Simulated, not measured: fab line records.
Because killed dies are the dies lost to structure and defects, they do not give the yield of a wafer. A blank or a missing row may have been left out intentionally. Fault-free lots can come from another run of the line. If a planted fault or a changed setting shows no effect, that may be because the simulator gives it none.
fab line records    flow n5Finfet
[record] lots = 7  wafers = 21
route steps=1938 shown BEOL_M5@1145 BEOL_M6@1221 BEOL_M7@1302
startH: hours from the record's opening day to when the first of the lot's shown wafers began    waitH: hours since the lot's step before    " unchanged from the row above    L1.1+2: several wafers, shown together as one row    - no value present, or no start provided    * or withheld: withheld    < > ~ a bound
route shown NAME@n: names a module that has steps shown in the file, with the first one's number in the route    usual: the fault-free wafers' mean and standard deviation    same: alike in all rows    chamber/n: place in a boat    sites: readings site by site    _std_site: the standard deviation of these    _edge_site: the outer-site mean with the inner-site mean subtracted    radiusMm: for every site, how far away it sits from the centre of the wafer    mask NAME#n: copy n    behind: tool/chamber where the wafer was last shaped    hold: why the lot was held/for how many hours/how that ended    device: the transistor (n, p or np) that didn't switch    end of line: at the end of the route, the tests of the same wafers    a step with no rows: only its recipe    killed: the dies lost at the first sort to structure and to defects; this is not the yield of the wafer    map: per-die view of a wafer (x killed, . not killed, _ where there is no die)
set.NAME: the setting as run; set.NAME@STEP: as run at that earlier step    model.NAME: the simulator's own value behind a step, which no gauge read
lots with deliberately changed settings; one table per step, one row per wafer
[[steps]]
[step N5_BEOL_M5_EXPOSE_25]
[recipe] maskId = V4  na = 0.33  sourceShape = quasar  sigmaInner = 0.2  sigmaOuter = 0.6  polarization = unpolarized  defocusNm = 10  doseMj = 52.75
lot.wafer   tool           chamber  startH  waitH  mask  set.doseMj
L074.3+6    euvScanner-02  0        195.82  -      V4#0  52.75
L074.4      "              0        "       "      V4#0  55.72
L075.1+3+4  euvScanner-02  0        202.03  -      V4#0  52.75
L077.1+3+6  euvScanner-02  0        249.20  -      V4#0  52.75
L085.2+3+4  euvScanner-01  0        301.80  -      V4#0  52.75
L086.2+5    euvScanner-02  0        309.02  -      V4#0  52.75
L086.3      "              0        "       "      V4#0  49.29
L089.1+4    euvScanner-01  0        316.12  -      V4#0  52.75
L089.6      "              0        "       "      V4#0  56.19
L093.1+5    euvScanner-02  0        346.18  -      V4#0  52.75
L093.6      "              0        "       "      V4#0  56.34
[step N5_BEOL_M5_PEB_26]
[recipe] pebTempC = 100  pebTimeS = 60  resist = CAR-EUV
[step N5_BEOL_M5_DEVELOP_27]
[recipe] developTimeS = 30  developer = TMAH  resist = CAR-EUV  rinseLiquid = surfactantRinse  dry = airSpin  devTempC = 23
[step N5_BEOL_M5_CD_MEAS_28]
[recipe] targetCdNm = 30.6  landingEnergyEv = 500  detector = seInlens  targetCdYNm = 20  polarity = opening
[usual] cdNm = 30.62/0.24
lot.wafer  tool      chamber  startH  waitH  set.doseMj@BEOL_M5_EXPOSE_25  cdNm
L074.3     cdSem-02  0        195.95  -      52.75                         30.74
L074.4     "         0        "       "      55.72                         31.77
L074.6     "         0        "       "      52.75                         30.53
L075.1     cdSem-01  0        202.16  -      52.75                         30.61
L075.3     "         0        "       "      52.75                         30.73
L075.4     "         0        "       "      52.75                         30.51
L077.1     cdSem-02  0        249.34  -      52.75                         30.44
L077.3     "         0        "       "      52.75                         30.50
L077.6     "         0        "       "      52.75                         30.76
L085.2     cdSem-02  0        301.93  -      52.75                         30.91
L085.3     "         0        "       "      52.75                         30.83
L085.4     "         0        "       "      52.75                         30.47
L086.2     cdSem-01  0        309.16  -      52.75                         30.44
L086.3     "         0        "       "      49.29                         28.51
L086.5     "         0        "       "      52.75                         30.62
L089.1     cdSem-01  0        316.26  -      52.75                         30.66
L089.4     "         0        "       "      52.75                         30.83
L089.6     "         0        "       "      56.19                         32.41
L093.1     cdSem-02  0        346.32  -      52.75                         31.03
L093.5     "         0        "       "      52.75                         30.78
L093.6     "         0        "       "      56.34                         32.13
[step N5_BEOL_M5_DESCUM_33]
[recipe] chemistry = O2  timeS = 7  sourcePowerW = 50  biasPowerW = 20  pressureMtorr = 20  rfFrequencyHz = 2.712e+07  tempC = 40  resist = CAR-EUV  o2FlowSccm = 225
lot.wafer   tool        chamber  startH  waitH  set.spinRpm@BEOL_M5_COAT_22  model.CAR-EUV_of_BEOL_M5_COAT_22.thkNm
L074.3+6    rieDiel-06  1        196.31  0.3    1573                         25.4
L074.4      "           0        "       "      1500                         26.4
L075.1+3+4  rieDiel-02  1,3,0    202.30  0.0    1500                         26.2
L077.1      rieDiel-06  2        249.46  0.0    1500                         26
L077.3+6    "           3        "       "      1432                         26.8
L085.2+3    rieDiel-06  1,3      302.18  0.2    1500                         26
L085.4      "           0        "       "      1500                         26.2
L086.2+3    rieDiel-04  1,2      309.35  0.1    1339                         27.8
L086.5      "           0        "       "      1500                         26
L089.1+6    rieDiel-06  1,3      316.94  0.6    1500                         26
L089.4      "           0        "       "      1500                         26.2
L093.1+6    rieDiel-06  3        346.67  0.3    1420                         26.8
L093.5      "           2        "       "      1500                         25.8
[step N5_BEOL_M5_ETCH_75]
[recipe] chemistry = N2/H2  target = underlayer  targetDepthA = 65  maskMaterial = CAR-EUV  timeS = 5.2  ionEnergyEv = 200  pressureMtorr = 30  sourceW = 840  biasW = 150  n2FlowSccm = 200  h2FlowSccm = 200  ends = cleared
lot.wafer  tool        chamber  startH  waitH  set.doseMj@BEOL_M5_EXPOSE_25  model.BEOL_M5.cdNm
L074.3     rieDiel-06  1        196.35  0.0    52.75                         28
L074.4     "           0        "       "      55.72                         29.4
L074.6     "           1        "       "      52.75                         28.4
L075.1     rieDiel-02  1        202.34  0.0    52.75                         28
L075.3     "           3        "       "      52.75                         28.8
L075.4     "           0        "       "      52.75                         28.2
L077.1     rieDiel-06  2        249.49  0.0    52.75                         28
L077.3     "           3        "       "      52.75                         28.2
L077.6     "           3        "       "      52.75                         27.8
L085.2+4   rieDiel-06  1,0      302.22  0.0    52.75                         28
L085.3     "           3        "       "      52.75                         27.8
L086.2     rieDiel-04  1        309.38  0.0    52.75                         28
L086.3     "           2        "       "      49.29                         26.8
L086.5     "           0        "       "      52.75                         28.4
L089.1     rieDiel-06  1        316.97  0.0    52.75                         28.2
L089.4     "           0        "       "      52.75                         28.4
L089.6     "           3        "       "      56.19                         29.8
L093.1     rieDiel-06  3        346.70  0.0    52.75                         28.6
L093.5     "           2        "       "      52.75                         28.4
L093.6     "           3        "       "      56.34                         29.8
[step N5_BEOL_M5_ETCH_67]
[recipe] chemistry = CF4  target = SiARC  targetDepthA = 156  maskMaterial = CAR-EUV  timeS = 26  ionEnergyEv = 80  pressureMtorr = 40  sourceW = 545  biasW = 36  Ar_flow_sccm = 100  cf4FlowSccm = 100  ends = cleared
lot.wafer  tool        chamber  startH  waitH  set.doseMj@BEOL_M5_EXPOSE_25  model.BEOL_M5.cdNm
L074.3     rieDiel-06  1        196.36  0.0    52.75                         28
L074.4     "           0        "       "      55.72                         29.6
L074.6     "           1        "       "      52.75                         28.4
L075.1     rieDiel-02  1        202.35  0.0    52.75                         27.8
L075.3     "           3        "       "      52.75                         28.8
L075.4     "           0        "       "      52.75                         28.4
L077.1+3   rieDiel-06  2,3      249.51  0.0    52.75                         28.2
L077.6     "           3        "       "      52.75                         27.6
L085.2     rieDiel-06  1        302.23  0.0    52.75                         28
L085.3     "           3        "       "      52.75                         27.8
L085.4     "           0        "       "      52.75                         28.2
L086.2     rieDiel-04  1        309.40  0.0    52.75                         28
L086.3     "           2        "       "      49.29                         26.8
L086.5     "           0        "       "      52.75                         28.4
L089.1     rieDiel-06  1        316.99  0.0    52.75                         28.2
L089.4     "           0        "       "      52.75                         28.4
L089.6     "           3        "       "      56.19                         29.8
L093.1     rieDiel-06  3        346.72  0.0    52.75                         28.6
L093.5     "           2        "       "      52.75                         28.4
L093.6     "           3        "       "      56.34                         29.8
[step N5_BEOL_M5_ETCH_68]
[recipe] chemistry = N2/H2  target = SOC  targetDepthA = 800  overetchA = 160  maskMaterial = SiARC  tempC = 40  timeS = 120  ionEnergyEv = 200  pressureMtorr = 30  sourceW = 840  biasW = 150  n2FlowSccm = 200  h2FlowSccm = 200
lot.wafer  tool        chamber  startH  waitH  set.doseMj@BEOL_M5_EXPOSE_25  model.BEOL_M5.cdNm
L074.3     rieDiel-06  1        196.39  0.0    52.75                         28.2
L074.4     "           0        "       "      55.72                         29.6
L074.6     "           1        "       "      52.75                         28.4
L075.1     rieDiel-02  1        202.38  0.0    52.75                         27.8
L075.3     "           3        "       "      52.75                         28.8
L075.4     "           0        "       "      52.75                         28.4
L077.1     rieDiel-06  2        249.54  0.0    52.75                         28.4
L077.3     "           3        "       "      52.75                         28
L077.6     "           3        "       "      52.75                         27.4
L085.2+4   rieDiel-06  1,0      302.26  0.0    52.75                         28
L085.3     "           3        "       "      52.75                         27.4
L086.2     rieDiel-04  1        309.43  0.0    52.75                         28.4
L086.3     "           2        "       "      49.29                         26.8
L086.5     "           0        "       "      52.75                         28.6
L089.1+4   rieDiel-06  1,0      317.02  0.0    52.75                         28.2
L089.6     "           3        "       "      56.19                         29.6
L093.1+5   rieDiel-06  3,2      346.75  0.0    52.75                         28.4
L093.6     "           3        "       "      56.34                         29.8
[step N5_BEOL_M6_COAT_22]
[recipe] resist = CAR-EUV  spinRpm = 1500  resistThkNm = 30
lot.wafer   tool           chamber  startH  waitH  set.spinRpm  model.CAR-EUV_of_BEOL_M6_COAT_22.thkNm
L074.3      lithoTrack-04  0        -       -      1433         30.8
L074.4      "              0        "       "      1433         30.6
L074.6      "              0        "       "      1500         30
L075.1      lithoTrack-05  0        -       -      1500         29.8
L075.3+4    "              0        "       "      1500         30
L077.1+3    lithoTrack-05  0        -       -      1500         30
L077.6      "              0        "       "      1608         29
L085.2+3+4  lithoTrack-04  0        -       -      1500         30
L086.2      lithoTrack-03  0        -       -      1356         31.6
L086.3+5    "              0        "       "      1500         30
L089.1+4    lithoTrack-05  0        -       -      1386         31.4
L089.6      "              0        "       "      1500         30.2
L093.1+6    lithoTrack-05  0        -       -      1500         30
L093.5      "              0        "       "      1394         31
[step N5_BEOL_M6_EXPOSE_25]
[recipe] maskId = V5  na = 0.33  sourceShape = annular  sigmaInner = 0.4  sigmaOuter = 0.8  polarization = unpolarized  targetCdNm = 40  doseMj = 45
lot.wafer   tool           chamber  startH  waitH  mask  set.doseMj
L074.3      euvScanner-01  0        209.06  -      V5#0  45
L074.4+6    "              0        "       "      V5#0  43.58
L075.1+3+4  euvScanner-01  0        212.04  -      V5#0  43.74
L077.1+3+6  euvScanner-01  0        262.46  -      V5#0  45
L085.2+3+4  euvScanner-02  0        316.47  -      V5#0  45
L086.2+5    euvScanner-01  0        321.06  -      V5#0  45.88
L086.3      "              0        "       "      V5#0  45
L089.1      euvScanner-01  0        328.83  -      V5#0  41.65
L089.4+6    "              0        "       "      V5#0  45
L093.1      euvScanner-02  0        360.63  -      V5#0  45
L093.5+6    "              0        "       "      V5#0  47.54
[step N5_BEOL_M6_PEB_26]
[recipe] pebTempC = 100  pebTimeS = 60  resist = CAR-EUV
[step N5_BEOL_M6_DEVELOP_27]
[recipe] developTimeS = 30  developer = TMAH  resist = CAR-EUV  rinseLiquid = surfactantRinse  dry = airSpin  devTempC = 23
[step N5_BEOL_M6_CD_MEAS_28]
[recipe] targetCdNm = 40  landingEnergyEv = 500  detector = seInlens
[usual] cdNm = 40.03/0.23
lot.wafer  tool      chamber  startH  waitH  set.doseMj@BEOL_M6_EXPOSE_25  cdNm
L074.3     cdSem-01  0        209.18  -      45                            40.27
L074.4     "         0        "       "      43.58                         39.16
L074.6     "         0        "       "      43.58                         39.16
L075.1     cdSem-02  0        212.17  -      43.74                         39.24
L075.3     "         0        "       "      43.74                         39.37
L075.4     "         0        "       "      43.74                         39.30
L077.1     cdSem-01  0        262.59  -      45                            39.80
L077.3     "         0        "       "      45                            40.22
L077.6     "         0        "       "      45                            39.96
L085.2     cdSem-03  0        316.60  -      45                            39.68
L085.3     "         0        "       "      45                            39.77
L085.4     "         0        "       "      45                            39.80
L086.2     cdSem-01  0        321.19  -      45.88                         40.60
L086.3     "         0        "       "      45                            40.05
L086.5     "         0        "       "      45.88                         40.47
L089.1     cdSem-02  0        328.96  -      41.65                         37.99
L089.4     "         0        "       "      45                            40.32
L089.6     "         0        "       "      45                            40.10
L093.1     cdSem-01  0        360.77  -      45                            40.01
L093.5     "         0        "       "      47.54                         41.17
L093.6     "         0        "       "      47.54                         41.41
[step N5_BEOL_M6_DESCUM_33]
[recipe] chemistry = O2  timeS = 7  sourcePowerW = 50  biasPowerW = 20  pressureMtorr = 20  rfFrequencyHz = 2.712e+07  tempC = 40  resist = CAR-EUV  o2FlowSccm = 225
lot.wafer   tool        chamber  startH  waitH  set.doseMj@BEOL_M6_EXPOSE_25  model.BEOL_M6.cdNm
L074.3      rieDiel-01  1        209.30  0.0    45                            40.2
L074.4      "           0        "       "      43.58                         39.4
L074.6      "           2        "       "      43.58                         39.2
L075.1      rieDiel-05  1        212.46  0.2    43.74                         39.2
L075.3+4    "           0,2      "       "      43.74                         39.6
L077.1+3    rieDiel-01  2,1      262.71  0.0    45                            40.2
L077.6      "           3        "       "      45                            40
L085.2+3+4  rieDiel-05  3,0,2    316.72  0.0    45                            40
L086.2+5    rieDiel-01  1        321.33  0.0    45.88                         40.4
L086.3      "           3        "       "      45                            40
L089.1      rieDiel-05  2        329.09  0.0    41.65                         38.2
L089.4      "           3        "       "      45                            40.2
L089.6      "           2        "       "      45                            40
L093.1      rieDiel-03  2        360.89  0.0    45                            40.2
L093.5+6    "           2,1      "       "      47.54                         41.4
[step N5_BEOL_M6_ETCH_72]
[recipe] chemistry = N2/H2  target = underlayer  targetDepthA = 65  maskMaterial = CAR-EUV  timeS = 5.2  ionEnergyEv = 200  pressureMtorr = 30  sourceW = 840  biasW = 150  n2FlowSccm = 200  h2FlowSccm = 200  ends = cleared
lot.wafer  tool        chamber  startH  waitH  set.doseMj@BEOL_M6_EXPOSE_25  model.BEOL_M6.cdNm
L074.3     rieDiel-01  1        209.33  0.0    45                            40.2
L074.4+6   "           0,2      "       "      43.58                         39.4
L075.1     rieDiel-05  1        212.49  0.0    43.74                         39.2
L075.3     "           0        "       "      43.74                         39.6
L075.4     "           2        "       "      43.74                         39.4
L077.1+3   rieDiel-01  2,1      262.75  0.0    45                            40.2
L077.6     "           3        "       "      45                            40
L085.2     rieDiel-05  3        316.76  0.0    45                            40.2
L085.3+4   "           0,2      "       "      45                            40
L086.2+5   rieDiel-01  1        321.37  0.0    45.88                         40.4
L086.3     "           3        "       "      45                            40
L089.1     rieDiel-05  2        329.12  0.0    41.65                         38.2
L089.4     "           3        "       "      45                            40.4
L089.6     "           2        "       "      45                            40
L093.1     rieDiel-03  2        360.92  0.0    45                            40.2
L093.5     "           2        "       "      47.54                         41.4
L093.6     "           1        "       "      47.54                         41.6
[step N5_BEOL_M6_ETCH_66]
[recipe] chemistry = N2/H2  target = SOC  targetDepthA = 800  overetchA = 160  maskMaterial = SiARC  tempC = 40  timeS = 120  ionEnergyEv = 200  pressureMtorr = 30  sourceW = 840  biasW = 150  n2FlowSccm = 200  h2FlowSccm = 200
[usual] rfVppV = 523.1/2.3
lot.wafer  tool        chamber  startH  waitH  set.biasW  rfVppV  model.SiARC_of_BEOL_M6_COAT_64.thkNm
L074.3     rieDiel-01  1        209.38  0.0    123.8      461.9   7.8
L074.4     "           0        "       "      150        521.0   6.8
L074.6     "           2        "       "      150        525.5   6.4
L075.1     rieDiel-05  1        212.54  0.0    150        521.3   6.6
L075.3     "           0        "       "      165.3      557.0   6
L075.4     "           2        "       "      165.3      560.0   5.4
L077.1     rieDiel-01  2        262.79  0.0    126.2      471.7   7.6
L077.3     "           1        "       "      150        521.7   6.4
L077.6     "           3        "       "      150        518.6   6.4
L085.2     rieDiel-05  3        316.80  0.0    150        522.1   6.4
L085.3     "           0        "       "      150        525.4   6.6
L085.4     "           2        "       "      150        525.5   6
L086.2     rieDiel-01  1        321.41  0.0    130.7      479.1   7.2
L086.3     "           3        "       "      130.7      474.7   7.4
L086.5     "           1        "       "      130.7      477.7   7.2
L089.1     rieDiel-05  2        329.17  0.0    150        525.5   6.2
L089.4     "           3        "       "      150        523.1   6.4
L089.6     "           2        "       "      150        526.4   6.2
L093.1     rieDiel-03  2        360.97  0.0    142.8      509.5   6.8
L093.5     "           2        "       "      150        524.9   6.4
L093.6     "           1        "       "      150        525.5   6.8
[step N5_BEOL_M6_VIA_ETCH_34]
[recipe] chemistry = C4F6/O2  target = SiCOH_lowk  targetDepthA = 1263  maskMaterial = SOC  taperDeg = 4  timeS = 50.9  ionEnergyEv = 250  pressureMtorr = 30  sourceW = 345  biasW = 185  Ar_flow_sccm = 300  C4F6_flow_sccm = 10  O2_flow_sccm = 10
lot.wafer  tool        chamber  startH  waitH  set.timeS  set.doseMj@BEOL_M6_EXPOSE_25  model.etch.depthNm  model.SOC_of_BEOL_M6_COAT_63.thkNm  model.BEOL_M6.cdNm
L074.3     rieDiel-01  1        209.48  0.0    39.57      45                            99.04               55.4                                39.8
L074.4     "           0        "       "      39.57      43.58                         93.8                55.4                                39.2
L074.6     "           2        "       "      50.9       43.58                         123                 54                                  39.8
L075.1     rieDiel-05  1        212.64  0.0    50.9       43.74                         127.5               53.8                                39.6
L075.3     "           0        "       "      50.9       43.74                         126.3               53.8                                39.6
L075.4     "           2        "       "      58.59      43.74                         149.7               52.2                                39.8
L077.1     rieDiel-01  2        262.89  0.0    50.9       45                            124.7               54                                  40.4
L077.3     "           1        "       "      50.9       45                            129                 53.8                                40.2
L077.6     "           3        "       "      50.9       45                            122.4               54.2                                40.4
L085.2     rieDiel-05  3        316.90  0.0    50.9       45                            125.4               54.2                                39.8
L085.3     "           0        "       "      50.9       45                            125.5               54                                  40
L085.4     "           2        "       "      50.9       45                            129.5               53.8                                39.8
L086.2     rieDiel-01  1        321.51  0.0    50.9       45.88                         128                 54                                  40.2
L086.3     "           3        "       "      50.9       45                            123.6               54.2                                40
L086.5     "           1        "       "      50.9       45.88                         129.1               54                                  40.4
L089.1     rieDiel-05  2        329.27  0.0    50.9       41.65                         130                 54                                  38.2
L089.4     "           3        "       "      40.08      45                            99.22               55.6                                40
L089.6     "           2        "       "      40.08      45                            103.1               55.2                                39.8
L093.1     rieDiel-03  2        361.07  0.0    50.9       45                            126.9               53.8                                40
L093.5     "           2        "       "      50.9       47.54                         126.9               54                                  41
L093.6     "           1        "       "      40.86      47.54                         98                  55.2                                41.4
[step N5_BEOL_M7_ETCH_66]
[recipe] chemistry = N2/H2  target = SOC  targetDepthA = 800  overetchA = 160  maskMaterial = SiARC  tempC = 40  timeS = 120  ionEnergyEv = 200  pressureMtorr = 30  sourceW = 840  biasW = 150  n2FlowSccm = 200  h2FlowSccm = 200
lot.wafer   tool        chamber  startH  waitH  set.timeS  model.SiARC_of_BEOL_M7_COAT_64.thkNm
L074.3+4+6  rieDiel-04  1,0,0    217.18  0.0    120        6.4
L075.1+3    rieDiel-04  3,0      221.19  0.0    120        6.4
L075.4      "           1        "       "      99.61      7.4
L077.1      rieDiel-04  2        271.54  0.0    120        6.6
L077.3      "           3        "       "      120        6.4
L077.6      "           2        "       "      130        6
L085.2      rieDiel-06  3        325.47  0.0    120        6.2
L085.3      "           1        "       "      120        6
L085.4      "           3        "       "      120        6.4
L086.2+3    rieDiel-06  0,3      328.95  0.0    120        6.4
L086.5      "           3        "       "      138        5.6
L089.1      rieDiel-06  0        336.60  0.0    120        6.6
L089.4      "           3        "       "      120        6.4
L089.6      "           1        "       "      120        6.2
L093.1+5    rieDiel-04  1        369.64  0.0    120        6.2
L093.6      "           0        "       "      120        6.6
[step N5_BEOL_M7_VIA_ETCH_34]
[recipe] chemistry = C4F6/O2  target = SiCOH_lowk  targetDepthA = 1255  maskMaterial = SOC  taperDeg = 4  timeS = 50.5  ionEnergyEv = 250  pressureMtorr = 30  sourceW = 345  biasW = 185  Ar_flow_sccm = 300  C4F6_flow_sccm = 10  O2_flow_sccm = 10
[usual] rfVppV = 668/12
lot.wafer  tool        chamber  startH  waitH  set.biasW  rfVppV
L074.3     rieDiel-04  1        217.28  0.0    185        651
L074.4     "           0        "       "      185        646
L074.6     "           0        "       "      215.2      728
L075.1     rieDiel-04  3        221.29  0.0    185        653
L075.3     "           0        "       "      203.4      697
L075.4     "           1        "       "      203.4      701
L077.1     rieDiel-04  2        271.64  0.0    185        679
L077.3     "           3        "       "      185        652
L077.6     "           2        "       "      185        679
L085.2     rieDiel-06  3        325.57  0.0    185        670
L085.3     "           1        "       "      185        667
L085.4     "           3        "       "      185        670
L086.2     rieDiel-06  0        329.05  0.0    185        678
L086.3     "           3        "       "      185        672
L086.5     "           3        "       "      185        671
L089.1     rieDiel-06  0        336.70  0.0    185        679
L089.4     "           3        "       "      198.5      709
L089.6     "           1        "       "      185        668
L093.1     rieDiel-04  1        369.74  0.0    185        659
L093.5     "           1        "       "      185        659
L093.6     "           0        "       "      170.5      604
[[key]]
[split] step = N5_BEOL_M5_EXPOSE_25  setting = doseMj  stated = 52.75  by = wafer
[response] step = N5_BEOL_M5_CD_MEAS_28  reading = cdNm  change = +0.237  per = 1%  r = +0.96
[response] step = N5_BEOL_M5_ETCH_75  reading = model.BEOL_M5.cdNm  change = +0.211  per = 1%  r = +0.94
[response] step = N5_BEOL_M5_ETCH_67  reading = model.BEOL_M5.cdNm  change = +0.218  per = 1%  r = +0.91
[response] step = N5_BEOL_M5_ETCH_68  reading = model.BEOL_M5.cdNm  change = +0.227  per = 1%  r = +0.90
[split] step = N5_BEOL_M6_COAT_22  setting = spinRpm  stated = 1500  by = wafer
[response] step = N5_BEOL_M6_COAT_22  reading = model.CAR-EUV_of_BEOL_M6_COAT_22.thkNm  change = -0.154  per = 1%  r = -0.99
[split] step = N5_BEOL_M6_EXPOSE_25  setting = doseMj  stated = 45  by = wafer
[response] step = N5_BEOL_M6_CD_MEAS_28  reading = cdNm  change = +0.279  per = 1%  r = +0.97
[response] step = N5_BEOL_M6_DESCUM_33  reading = model.BEOL_M6.cdNm  change = +0.243  per = 1%  r = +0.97
[response] step = N5_BEOL_M6_ETCH_72  reading = model.BEOL_M6.cdNm  change = +0.253  per = 1%  r = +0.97
[response] step = N5_BEOL_M6_VIA_ETCH_34  reading = model.BEOL_M6.cdNm  change = +0.207  per = 1%  r = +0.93
[split] step = N5_BEOL_M6_ETCH_66  setting = biasW  stated = 150  by = wafer
[response] step = N5_BEOL_M6_ETCH_66  reading = rfVppV  change = +3.36  per = 1%  r = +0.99
[response] step = N5_BEOL_M6_ETCH_66  reading = model.SiARC_of_BEOL_M6_COAT_64.thkNm  change = -0.0733  per = 1%  r = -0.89
[split] step = N5_BEOL_M6_VIA_ETCH_34  setting = timeS  stated = 50.9  by = wafer
[response] step = N5_BEOL_M6_VIA_ETCH_34  reading = model.etch.depthNm  change = +1.35  per = 1%  r = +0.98
[response] step = N5_BEOL_M6_VIA_ETCH_34  reading = model.SOC_of_BEOL_M6_COAT_63.thkNm  change = -0.0708  per = 1%  r = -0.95
[split] step = N5_BEOL_M7_ETCH_66  setting = timeS  stated = 120  by = wafer
[response] step = N5_BEOL_M7_ETCH_66  reading = model.SiARC_of_BEOL_M7_COAT_64.thkNm  change = -0.0569  per = 1%  r = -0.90
[split] step = N5_BEOL_M7_VIA_ETCH_34  setting = biasW  stated = 185  by = wafer
[response] step = N5_BEOL_M7_VIA_ETCH_34  reading = rfVppV  change = +5.09  per = 1%  r = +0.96
split outsideThisFile step=N5_BEOL_M5_COAT_22 setting=spinRpm
// split outsideThisFile: this setting was split too, and the file shows its column; the key of that split is in another file
